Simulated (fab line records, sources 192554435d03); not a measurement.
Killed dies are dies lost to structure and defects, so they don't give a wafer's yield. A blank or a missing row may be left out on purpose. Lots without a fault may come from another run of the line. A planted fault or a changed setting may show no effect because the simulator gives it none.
Chamber matching | flow n5_finfet | N5_SDB_HM_OPEN_20 on rie_diel-06: 4 sister chambers
The step chemistry CH3F/O2, target SiNx, stops on poly-Si, target depth 24 nm. 18 wafers are shown with their chamber, then 9 later ones without.

WAFERS WITH THEIR CHAMBER
wafer  | chamber | showerhead_plenum_p_Torr (Torr) | rf_vpp_V (V) | throttle_valve_pct (%)
L075.1 | 2       | 2.03                            | 297          | 16.42
L075.5 | 1       | 2.03                            | 305          | 16.07
L075.6 | 2       | 2.03                            | 297          | 16.43
L076.1 | 1       | 2.03                            | 305          | 16.07
L076.3 | 2       | 2.03                            | 296          | 16.41
L076.5 | 2       | 2.03                            | 297          | 16.43
L080.2 | 2       | 2.03                            | 298          | 16.45
L080.3 | 0       | 1.89                            | 281          | 16.58
L080.6 | 1       | 2.03                            | 305          | 16.10
L081.1 | 1       | 2.03                            | 305          | 16.10
L081.4 | 0       | 1.89                            | 282          | 16.56
L081.6 | 3       | 1.97                            | 294          | 16.28
L083.2 | 1       | 2.03                            | 304          | 16.11
L083.5 | 0       | 1.88                            | 282          | 16.59
L083.6 | 1       | 2.03                            | 304          | 16.10
L084.1 | 2       | 2.02                            | 296          | 16.48
L084.5 | 2       | 2.02                            | 297          | 16.47
L084.6 | 0       | 1.88                            | 281          | 16.60

SIGNATURES (means of the wafers above)
reading                  | chamber 0 | chamber 1 | chamber 2 | chamber 3 | scatter within a chamber
showerhead_plenum_p_Torr | 1.8850    | 2.0300    | 2.0271    | 1.9700    | 0.00416
rf_vpp_V                 | 281.50    | 304.67    | 296.86    | 294.00    | 0.609
throttle_valve_pct       | 16.5825   | 16.0917   | 16.4414   | 16.2800   | 0.0215
Rule: a wafer's distance from a chamber is the root of the sum, over the readings, of the square of ((its reading less the chamber's mean) divided by the reading's scatter). The wafer belongs to the nearest chamber; if the next one is less than 2 further off, it can't be placed. The scatter: the root of (the sum of the squares of (reading less its chamber's mean) over the shown wafers, divided by (wafers less chambers)).

WAFERS WITHOUT THEIR CHAMBER
wafer  | showerhead_plenum_p_Torr (Torr) | rf_vpp_V (V) | throttle_valve_pct (%)
L091.1 | 2.02                            | 302          | 16.14
L091.2 | 1.96                            | 295          | 15.87
L091.5 | 2.13                            | 286          | 16.09
L092.1 | 2.02                            | 304          | 16.16
L092.2 | 2.02                            | 296          | 16.50
L092.3 | 1.96                            | 295          | 15.89
L093.1 | 1.96                            | 295          | 15.88
L093.4 | 2.02                            | 303          | 16.15
L093.5 | 2.01                            | 297          | 16.50

WHICH CHAMBER EACH WENT THROUGH
wafer  | from the rows above | in truth
L091.1 | 1                   | 1
L091.2 | 3                   | 3
L091.5 | 2                   | 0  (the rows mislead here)
L092.1 | 1                   | 1
L092.2 | 2                   | 2
L092.3 | 3                   | 3
L093.1 | 3                   | 3
L093.4 | 1                   | 1
L093.5 | 2                   | 2
Placed correctly: 8 of 9. Can't be placed from these rows: 0. Placed wrongly: 1.
